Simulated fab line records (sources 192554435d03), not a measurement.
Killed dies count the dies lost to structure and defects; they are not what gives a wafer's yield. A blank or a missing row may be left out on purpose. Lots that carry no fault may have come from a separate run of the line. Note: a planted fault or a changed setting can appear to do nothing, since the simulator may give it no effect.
Check for tools in common -- flow n5-finfet -- Lots sampled 10, wafers sampled 29

WHY IT WAS OPENED
Of 10 lots, 3 have the reading CJ_N flagged at N5_BEOL_M4_RC_MEAS_101. Wafers without a fault read 4.37, standard deviation 0.084.
Rule: flag the lot when none of its wafers has a number, or when each of its wafers that has one lies beyond 4 standard deviations from that mean. All remaining lots are regarded as sound.

lot,measured,on,"CJ_N, wafer by wafer",flag
L606,day 9 02:08,prober-02,4.39 4.33 4.40,
L607,day 9 03:11,prober-01,3.76 3.81 3.80,FLAGGED
L609,day 9 06:25,prober-01,3.75 3.79 3.90,FLAGGED
L608,day 9 07:03,prober-02,3.61 3.84 3.67,FLAGGED
L619,day 11 20:23,prober-02,4.35 4.37 4.20,
L618,day 12 03:38,prober-02,4.41 4.40 4.29,
L620,day 12 13:44,prober-01,4.34 4.38 4.35,
L623,day 12 22:20,prober-01,4.28 4.25 4.25,
L624,day 13 17:22,prober-01,4.37 4.41 4.39,
L626,day 14 00:10,prober-01,4.33 4.19,
The mean of the flagged lots' numbers is 3.77, -0.60 from the usual (-7 standard deviations).

TOOL THAT RAN EACH LOT
3 process steps preceding the reading are held in the record, out of 1938 steps in the route. Cell contents, in order: the tool; ch with the chambers the sampled wafers went through; the start.
lot,flag,N5_ZERO_LAYER_ETCH_17,N5_WELL_APT_DESCUM_13,N5_WELL_APT_IMPLANT_32
L606,,"rie-diel-02 ch 0,1,3, day 2 00:44","rie-diel-06 ch 0,1,2, day 2 01:41","implanter-02 ch 0, day 2 03:05"
L607,FLAGGED,"rie-diel-05 ch 0,1,3, day 2 06:51","rie-diel-06 ch 0,1, day 2 07:47","implanter-02 ch 0, day 2 09:20"
L609,FLAGGED,"rie-diel-04 ch 0,1,2, day 2 19:25","rie-diel-01 ch 0,1,2, day 2 21:07","implanter-02 ch 0, day 2 22:52"
L608,FLAGGED,"rie-diel-05 ch 0,1,3, day 2 12:47","rie-diel-06 ch 2,3, day 2 13:52","implanter-02 ch 0, day 2 15:18"
L619,,"rie-diel-05 ch 0,1,2, day 5 06:50","rie-diel-03 ch 1,2, day 5 07:53","implanter-02 ch 0, day 5 09:19"
L618,,"rie-diel-05 ch 0,2, day 5 00:43","rie-diel-06 ch 1,2, day 5 02:03","implanter-02 ch 0, day 5 03:35"
L620,,"rie-diel-04 ch 0,3, day 5 12:50","rie-diel-06 ch 0,1, day 5 14:02","implanter-02 ch 0, day 5 15:26"
L623,,"rie-diel-02 ch 2,3, day 6 06:43","rie-diel-06 ch 0,2, day 6 07:41","implanter-02 ch 0, day 6 09:22"
L624,,"rie-diel-05 ch 0,3, day 6 12:50","rie-diel-01 ch 1,2,3, day 6 13:46","implanter-02 ch 0, day 6 15:17"
L626,,"rie-diel-02 ch 0,1, day 7 00:44","rie-diel-06 ch 0,2, day 7 01:43","implanter-01 ch 0, day 7 03:13"
What the steps here do:
- N5_ZERO_LAYER_ETCH_17: etches SiO2 in CF4, target depth 12 nm, time 13.3 s.
- N5_WELL_APT_DESCUM_13: chemistry O2, time 7.9 s.
- N5_WELL_APT_IMPLANT_32
- N5_BEOL_M4_RC_MEAS_101

FLAGGED OVER TOTAL, TOOL BY TOOL (the gauges that took the reading come last)
step,tool,lots run,flagged,share of the flagged lots,sound lots run after its first flagged lot
N5_ZERO_LAYER_ETCH_17,rie-diel-02,3,0,none,-
N5_ZERO_LAYER_ETCH_17,rie-diel-04,2,1,some,1 (L620)
N5_ZERO_LAYER_ETCH_17,rie-diel-05,5,2,some,"3 (L618,L619,L624)"
N5_WELL_APT_DESCUM_13,rie-diel-01,2,1,some,1 (L624)
N5_WELL_APT_DESCUM_13,rie-diel-03,1,0,none,-
N5_WELL_APT_DESCUM_13,rie-diel-06,7,2,some,"4 (L618,L620,L623,L626)"
N5_WELL_APT_IMPLANT_32,implanter-01,1,0,none,-
N5_WELL_APT_IMPLANT_32,implanter-02,9,3,all,"5 (L618,L619,L620,L623,L624)"
N5_BEOL_M4_RC_MEAS_101,prober-01,6,2,some,"4 (L620,L623,L624,L626)"
N5_BEOL_M4_RC_MEAS_101,prober-02,4,1,some,"2 (L619,L618)"

THE TABLE: WHAT IT ALLOWS
1 row of the table ran every flagged lot: implanter-02 at N5_WELL_APT_IMPLANT_32.
- implanter-02 at N5_WELL_APT_IMPLANT_32 ran 9 lots, 3 of them flagged. Lots that were sound ran on it after the first flagged one (L618, L619, L620, L623, L624); a persistent fault on the entire tool would not allow that. Its own readings lie more than 4 standard deviations out on every wafer of the flagged lots: dose-ions-cm2, faraday-current-uA.
No row of the table ran every flagged lot and no sound lot after the first.

WHAT THE SIMULATOR HAD PUT IN
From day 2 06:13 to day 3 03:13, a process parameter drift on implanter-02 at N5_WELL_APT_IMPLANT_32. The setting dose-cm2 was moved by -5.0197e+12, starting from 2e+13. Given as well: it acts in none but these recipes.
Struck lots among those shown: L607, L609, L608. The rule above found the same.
